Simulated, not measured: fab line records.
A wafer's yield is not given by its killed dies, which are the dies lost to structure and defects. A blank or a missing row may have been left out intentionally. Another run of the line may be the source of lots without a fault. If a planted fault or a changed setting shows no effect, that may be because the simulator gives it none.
Chamber matching ; flow n5Finfet ; N5_BEOL_M12_DESCUM_15 on rieDiel-02 has 4 sister chambers
The step chemistry O2, time 7.9 s. 4 wafers are shown with their chamber, then 10 later ones without.

## WAFERS PAIRED WITH THEIR CHAMBERS
wafer;chamber;drypumpMotorCurrentA (A)
L082.1;2;5.4
L086.5;0;5.6
L090.1;3;6.6
L090.3;1;5.4

## WAFERS MISSING THEIR CHAMBER
wafer;drypumpMotorCurrentA (A)
L090.4;5.6
L088.1;5.6
L088.3;6.5
L088.5;6.6
L092.1;5.4
L092.2;5.4
L092.3;6.6
L096.2;6.5
L096.3;5.4
L096.6;6.6

## THE CHAMBER EACH PASSED THROUGH
wafer;from the rows above;in truth
L090.4;0;0
L088.1;0;0
L088.3;3;3
L088.5;3;3
L092.1;can't be placed: 1 or 2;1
L092.2;can't be placed: 1 or 2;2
L092.3;3;3
L096.2;3;3
L096.3;can't be placed: 1 or 2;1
L096.6;3;3
Correctly placed: 7 of 10. Can't be placed from these rows: 3 (the true chamber is among the candidates in 3). Wrongly placed: 0.
How it was worked out, from the rows above alone: a wafer's distance from a chamber is the root of the sum, over the readings, of the square of ((its reading less the chamber's mean) divided by the reading's scatter). The wafer belongs to the nearest chamber; if the next one is less than 2 further off, it can't be placed. Each chamber's mean is taken over the wafers shown for it. The scatter: root of mean squared gap, hidden wafer to nearest shown wafer, with one shown wafer a chamber.
